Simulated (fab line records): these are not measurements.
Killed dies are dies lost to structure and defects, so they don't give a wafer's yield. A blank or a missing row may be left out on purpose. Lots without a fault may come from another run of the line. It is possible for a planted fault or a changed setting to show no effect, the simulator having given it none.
fab line records | flow n5_finfet
[record] lots = 10 wafers = 27 last_day = 18
route steps=1938 shown FIN_SAQP@134 BEOL_M4@1111
lots untouched by any fault: they come from a run of this same line in which no faults occurred
start_h: start of the lot's first displayed wafer, in hours after the record's first day | wait_h: hours since the lot's step before | " the same as in the row above | L1.1+2: a row that stands for several wafers | - no value, or no start was given | * or withheld: withheld | < > ~ a bound
route shown NAME@n: a module of which the file shows steps, and the number in the route of the first | usual: the fault-free wafers' mean and standard deviation | same: alike in all rows | chamber/n: place in a boat | sites: the reading at each site | _std_site: standard deviation of those values | _edge_site: inner sites' mean taken away from outer sites' mean | radius_mm: for every site, how far away it sits from the centre of the wafer | mask NAME#n: copy n | behind: the most recent tool/chamber to have shaped the wafer | hold: why the lot went on hold/how many hours it stayed there/how the hold came to an end | device: transistor that didn't switch, given as n, p or np | end of line: the same wafers' tests at the end of the route | step lacking rows: just its recipe | killed: at the first sort, the dies lost to defects and structure; wafer yield is something else | map: shows each die of a wafer: x if killed, . if not, _ if none is there
set.NAME: the setting the step ran with; set.NAME@STEP: the setting that earlier step ran with | model.NAME: the simulator's own value behind a step, which no gauge read
route steps across a sampled set of lots; one table per step, one row per wafer
services: the hour from which a tool's chamber was out of use, counted from the record's first day as start_h (under 0 if before that day), plus the number of hours and why
[[steps]]
[step N5_FIN_SAQP_ETCH_69]
[recipe] chemistry = N2/H2 target = SOC target_depth_a = 1500 stop_on = SiNx ion_energy_ev = 100 bias_w = 61 pressure_mtorr = 30 source_w = 850 n2_flow_sccm = 200 h2_flow_sccm = 200
[usual] drypump_motor_current_A = 5.8/0.38 oes_product_au = 0.75/0.078 rf_vpp_V = 240.7/1.4 showerhead_plenum_p_Torr = 2.54/0.098 throttle_valve_pct = 17.80/0.27
// columns lot.wafer tool chamber start_h wait_h drypump_motor_current_A oes_product_au rf_hours_counter_h rf_vpp_V showerhead_plenum_p_Torr throttle_valve_pct
L178.4 rie_diel-04 1 25.17 - 6.1 0.95 6 241.5 2.61 17.53
L178.5 " 3 " " 5.7 0.72 - 242.0 2.63 17.90
L178.6 " 2 " " 5.5 0.76 - 240.5 2.45 17.76
L182.1 rie_diel-05 1 48.48 - 5.6 0.72 158 239.0 2.43 17.68
L182.3 " 3 " " 5.7 0.72 171 240.9 2.53 17.65
L182.6 " 1 " " 5.6 0.73 - 239.5 2.43 17.70
L183.3 rie_diel-05 0 55.28 - 6.6 0.84 61 243.0 2.70 17.84
L183.4 " 3 " " 5.7 0.73 174 240.7 2.53 17.66
L183.6 " 0 " " 6.6 0.84 - 242.5 2.70 17.86
L184.1 rie_diel-05 2 62.55 - 5.1 0.67 241 237.5 2.42 17.94
L184.4 " 3 " " 5.7 0.72 175 240.7 2.53 17.65
L184.5 " 2 " " 5.1 0.67 - 238.0 2.42 17.94
L185.1 rie_diel-04 1 66.94 - 6.1 0.91 21 240.9 2.60 17.57
L185.3 " 2 " " 5.5 0.75 142 240.1 2.45 17.77
L185.5 " 3 " " 5.7 0.71 - 241.0 2.62 17.92
L186.1 rie_diel-03 2 72.63 - 5.9 0.69 196 238.5 2.41 17.55
L186.3 " 1 " " 5.8 0.66 263 241.0 2.62 18.45
L187.3 rie_diel-03 3 81.15 - 5.5 0.68 241 239.3 2.48 18.06
L187.5 " 0 " " 5.8 0.72 - 241.1 2.63 17.32
L197.1 rie_diel-04 2 138.70 - 5.5 0.73 167 238.9 2.44 17.83
L197.2 " 3 " " 5.7 0.69 236 240.8 2.61 17.95
L197.5 " 2 " " 5.5 0.73 - 239.4 2.44 17.82
L199.1 rie_diel-04 2 151.56 - 5.5 0.72 171 238.0 2.44 17.84
L199.3 " 3 " " 5.7 0.69 241 241.6 2.61 17.96
L201.2 rie_diel-03 0 162.86 - 5.8 0.70 208 241.3 2.62 17.41
L201.4 " 1 " " 5.8 0.87 23 242.5 2.61 17.99
L201.6 " 1 " " 5.8 0.87 - 240.2 2.61 17.99
[step N5_FIN_SAQP_HM_OPEN_33]
[recipe] chemistry = CH3F/O2 target = SiNx mask_material = SiO2 target_depth_a = 494 time_s = 70.6 pressure_mtorr = 30 source_w = 395 bias_w = 73 Ar_flow_sccm = 150 CH3F_flow_sccm = 30 O2_flow_sccm = 20 ion_energy_ev = 120 ends = cleared
[usual] CH3F_flow_sccm = 30.00/0.093 drypump_motor_current_A = 5.8/0.38 etch_rf_on_time_s = 69.8/1.6 oes_product_au = 0.65/0.07 rf_vpp_V = 298/6.7 showerhead_plenum_p_Torr = 2.01/0.073 throttle_valve_pct = 16.37/0.28
// columns lot.wafer tool chamber start_h wait_h CH3F_flow_sccm drypump_motor_current_A etch_rf_on_time_s oes_product_au rf_hours_counter_h rf_vpp_V showerhead_plenum_p_Torr throttle_valve_pct
L178.4 rie_diel-03 2 26.20 0.1 29.96 5.8 72.0 0.62 176 289 1.91 16.23
L178.5 " 3 " " 30.03 5.5 71.0 0.59 - 288 1.97 16.72
L178.6 " 2 " " 30.09 5.9 70.8 0.62 - 288 1.91 16.23
L182.1 rie_diel-04 0 49.36 0.0 30.14 6.4 70.7 0.63 191 290 2.08 16.92
L182.3 " 2 " " 30.14 5.5 68.8 0.64 137 306 1.92 16.23
L182.6 " 0 " " 29.95 6.4 71.0 0.63 - 290 2.08 16.92
L183.3 rie_diel-05 3 56.16 0.0 29.95 5.7 69.0 0.62 174 301 1.99 16.24
L183.4 " 2 " " 30.12 5.1 71.3 0.57 239 290 1.90 16.42
L183.6 " 2 " " 30.11 5.1 69.7 0.57 - 288 1.90 16.39
L184.1 rie_diel-03 2 63.54 0.0 29.93 5.9 71.8 0.60 191 287 1.91 16.24
L184.4 " 0 " " 29.93 5.8 72.6 0.62 - 305 2.08 15.98
L184.5 " 2 " " 30.09 5.8 72.9 0.61 - 289 1.91 16.25
L185.1 rie_diel-05 3 67.97 0.1 30.08 5.7 67.8 0.63 177 302 1.98 16.25
L185.3 " 2 " " 30.04 5.1 69.0 0.58 243 289 1.90 16.40
L185.5 " 1 " " 30.12 5.6 69.5 0.63 - 301 1.91 16.27
L186.1 rie_diel-04 2 73.65 0.0 29.99 5.5 70.3 0.64 144 306 1.92 16.23
L186.3 " 0 " " 30.09 6.3 72.5 0.62 201 290 2.08 16.93
L187.3 rie_diel-05 1 82.16 0.2 29.91 5.6 69.3 0.62 170 303 1.91 16.28
L187.5 " 2 " " 30.09 5.1 68.9 0.56 - 288 1.90 16.40
L197.1 rie_diel-04 2 139.87 0.1 30.06 5.5 69.0 0.63 167 306 1.91 16.29
L197.2 " 3 " " 29.89 5.7 68.8 0.60 237 300 2.05 16.53
L197.5 " 2 " " 30.10 5.5 68.9 0.63 - 306 1.91 16.30
L199.1 rie_diel-03 0 152.58 0.0 29.80 5.8 71.0 0.60 204 306 2.07 16.06
L199.3 " 2 " " 29.93 5.9 69.9 0.58 227 288 1.90 16.33
L201.2 rie_diel-04 2 163.74 0.0 29.95 5.5 68.7 0.63 175 309 1.91 16.30
L201.4 " 3 " " 30.00 5.7 68.6 0.59 245 301 2.04 16.54
L201.6 " 2 " " 29.75 5.5 70.4 0.63 - 307 1.91 16.30
[step N5_FIN_SAQP_HM_CD_35]
[recipe] target_cd_nm = 8 polarity = line
[usual] cd_nm = 8.21/0.27
// columns lot.wafer tool chamber start_h wait_h cd_nm
L178.4 cd_sem-03 - 26.42 0.1 7.92
L178.5 " - " " 8.26
L178.6 " - " " 8.02
L182.1 cd_sem-01 - 49.58 0.1 8.01
L182.3 " - " " 8.09
L182.6 " - " " 8.53
L183.3 cd_sem-02 - 56.38 0.1 8.50
L183.4 " - " " 8.36
L183.6 " - " " 7.89
L184.1 cd_sem-01 - 63.76 0.1 7.78
L184.4 " - " " 8.20
L184.5 " - " " 8.03
L185.1 cd_sem-01 - 68.19 0.1 8.21
L185.3 " - " " 8.31
L185.5 " - " " 8.35
L186.1 cd_sem-03 - 73.86 0.1 8.41
L186.3 " - " " 7.86
L187.3 cd_sem-03 - 82.38 0.1 7.97
L187.5 " - " " 8.17
L197.1 cd_sem-01 - 140.08 0.1 8.02
L197.2 " - " " 8.66
L197.5 " - " " 8.14
L199.1 cd_sem-01 - 152.80 0.1 7.85
L199.3 " - " " 7.96
L201.2 cd_sem-03 - 163.96 0.1 8.16
L201.4 " - " " 7.92
L201.6 " - " " 8.24
[step N5_FIN_SAQP_ETCH_64]
[recipe] chemistry = CF4 target = SiO2 target_depth_a = 15 ion_energy_ev = 350 pressure_mtorr = 10 icp_w = 800 bias_w = 400 cf4_flow_sccm = 80
[usual] drypump_motor_current_A = 5.6/0.32 oes_product_au = 1.001/0.015 throttle_valve_pct = 21.80/0.19
// columns lot.wafer tool chamber start_h wait_h drypump_motor_current_A oes_product_au rf_hours_counter_h throttle_valve_pct
L178.4 rie_si-03 3 26.46 0.0 6.0 1.006 7 21.70
L178.5 " 0 " " 5.5 1.012 - 21.69
L178.6 " 1 " " 6.0 1.000 - 21.66
L182.1 rie_si-05 2 49.62 0.0 5.5 1.028 112 21.60
L182.3 " 3 " " 5.2 1.000 78 21.77
L182.6 " 0 " " 6.1 1.001 - 22.16
L183.3 rie_si-05 3 56.42 0.0 5.2 0.985 78 21.77
L183.4 " 0 " " 6.1 0.994 8 22.15
L183.6 " 1 " " 5.9 0.996 - 21.80
L184.1 rie_si-03 2 63.81 0.0 5.3 0.988 8 21.86
L184.4 " 0 " " 5.5 1.011 174 21.68
L184.5 " 2 " " 5.3 0.984 - 21.86
L185.1 rie_si-05 0 68.24 0.0 6.1 1.220 8 22.24
L185.3 " 1 " " 5.9 1.213 117 21.86
L185.5 " 2 " " 5.5 1.033 - 21.60
L186.1 rie_si-05 1 73.91 0.0 5.9 1.226 117 21.85
L186.3 " 2 " " 5.5 1.249 113 21.67
L187.3 rie_si-05 3 82.43 0.0 5.3 1.214 79 21.84
L187.5 " 1 " " 5.9 1.001 - 21.80
L197.1 rie_si-05 0 140.13 0.0 6.1 0.995 10 22.15
L197.2 " 3 " " 5.2 0.981 80 21.75
L197.5 " 1 " " 5.9 1.008 - 21.80
L199.1 rie_si-05 1 152.85 0.0 5.9 0.997 118 21.80
L199.3 " 3 " " 5.2 0.975 80 21.75
L201.2 rie_si-02 1 164.00 0.0 5.1 1.001 44 21.48
L201.4 " 0 " " 5.3 0.982 1 21.82
L201.6 " 3 " " 5.5 1.011 - 21.93
[step N5_BEOL_M4_RC_MEAS_101]
[usual] DIBL_N = 36.5/1.8 DIBL_P = 36.5/2.1 IOFF_N = 0.17/0.031 IOFF_P = 0.22/0.036 ION_N = 677/11 ION_P = 463/8 SS_N = 71.6/0.61 SS_P = 73.3/0.63 VT_N = 249/3.1 VT_P = -250/3.3
// columns lot.wafer tool chamber start_h wait_h DIBL_N[mV/V] DIBL_P[mV/V] IOFF_N[nA/um] IOFF_P[nA/um] ION_N[uA/um] ION_P[uA/um] SS_N[mV/dec] SS_P[mV/dec] VT_N[mV] VT_P[mV]
L178.4 prober-02 0 166.55 0.5 33.8 32.6 0.12 0.15 655 446 71.0 72.9 253 -257
L178.5 " 0 " " 35.2 34.7 0.15 0.20 672 457 71.0 73.3 248 -250
L178.6 " 0 " " 33.9 32.7 0.13 0.16 659 447 70.7 71.9 253 -255
L182.1 prober-01 0 189.47 0.0 37.0 36.2 0.16 0.20 671 458 71.6 73.5 247 -251
L182.3 " 0 " " 38.6 39.5 0.19 0.25 691 474 71.3 74.3 247 -247
L182.6 " 0 " " 36.6 36.2 0.15 0.20 676 469 70.8 73.4 249 -248
L183.3 prober-01 0 202.24 0.3 38.5 38.5 0.21 0.26 694 476 72.0 73.7 242 -245
L183.4 " 0 " " 34.7 34.7 0.14 0.20 681 468 71.0 72.8 250 -248
L183.6 " 0 " " 36.1 35.5 0.15 0.20 679 469 71.7 73.1 250 -249
L185.1 prober-01 0 211.96 0.0 36.7 35.6 0.16 0.21 674 460 71.4 73.3 248 -249
L185.3 " 0 " " 33.7 32.6 0.12 0.16 672 459 71.0 72.3 252 -255
L185.5 " 0 " " 35.6 34.7 0.15 0.19 670 461 71.0 72.5 249 -248
L184.1 prober-02 0 212.25 0.0 35.0 35.6 0.13 0.19 667 465 70.8 73.1 249 -251
L184.4 " 0 " " 35.7 36.2 0.15 0.20 678 467 71.3 73.9 249 -253
L184.5 " 0 " " 33.9 34.9 0.13 0.18 675 463 70.9 72.5 251 -251
L186.1 prober-02 0 219.61 0.0 34.9 34.5 0.15 0.20 675 461 71.0 73.3 248 -251
L186.3 " 0 " " 36.2 35.6 0.16 0.21 677 462 71.2 73.3 250 -251
L187.3 prober-01 0 220.06 0.3 34.2 33.9 0.15 0.21 670 465 70.8 72.8 247 -248
L187.5 " 0 " " 36.0 36.2 0.17 0.24 672 467 71.8 74.1 248 -245
L197.1 prober-02 0 274.38 0.0 37.5 38.0 0.20 0.29 688 475 72.0 73.8 246 -242
L197.2 " 0 " " 36.0 36.8 0.18 0.27 694 482 71.0 73.5 246 -243
L197.5 " 0 " " 36.7 37.7 0.19 0.30 692 478 71.7 73.9 248 -241
L199.1 prober-02 0 309.07 0.0 33.1 32.2 0.11 0.17 649 458 70.5 72.9 253 -252
L199.3 " 0 " " 36.2 36.9 0.17 0.22 664 463 72.0 72.4 251 -249
L201.2 prober-01 0 335.20 0.2 37.0 35.4 0.15 0.20 662 456 72.7 72.6 253 -251
L201.4 " 0 " " 40.1 39.8 0.20 0.28 673 465 72.6 74.4 251 -245
L201.6 " 0 " " 38.5 38.1 0.18 0.25 667 461 71.9 73.8 248 -247
[[services]]
// columns tool chamber start_h hours kind
rie_si-03 0 14.36 7.6 repair
rie_diel-04 2 32.91 5.1 repair
rie_diel-05 - 34.27 1.2 repair
rie_si-05 2 35.47 5.0 repair
rie_diel-03 3 39.36 40.4 repair
rie_si-02 - 53.08 14.6 pm
rie_diel-04 2 53.58 6.0 repair
rie_si-02 - 67.68 2.8 pm
rie_si-03 3 76.56 1.9 repair
rie_diel-03 1 79.73 - clean
rie_diel-03 1 79.73 - consumable_replace:focus_ring
rie_diel-03 1 79.73 17.7 scheduled_down
rie_diel-03 1 79.73 17.7 vent_cycle
rie_diel-05 2 91.55 11.1 repair
rie_diel-03 3 102.45 - clean
rie_diel-03 3 102.45 - consumable_replace:focus_ring
rie_diel-05 2 102.69 - clean
rie_diel-05 2 102.69 - consumable_replace:focus_ring
rie_diel-05 2 102.69 - consumable_replace:showerhead
rie_diel-05 2 102.69 17.7 scheduled_down
rie_diel-05 2 102.69 17.7 vent_cycle
rie_si-05 0 116.44 2.3 repair
rie_diel-03 - 118.04 2.8 pm
rie_diel-04 2 122.02 1.8 repair
[[key]]
[first_sign] step = N5_FIN_SAQP_ETCH_64 reading = oes_product_au direction = up sigmas = 15 usual = 1.001 struck = 1.224
effect none on later readings
met_at N5_FIN_SAQP_ETCH_64
struck_lots L185,L186,L187
struck_wafers L185.1,L185.3,L186.1,L186.3,L187.3
not_acting_at N5_FIN_SAQP_ETCH_69,N5_FIN_SAQP_HM_OPEN_33,N5_FIN_SAQP_HM_CD_35
onset_between 56.42 68.24
[fault] kind = process_parameter_drift tool = rie_si-05 chamber = - onset_h = 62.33 steps = N5_FIN_SAQP_ETCH_64 channel = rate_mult offset = 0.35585 shape = step end_h = 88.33 scope = struck_wafers_only
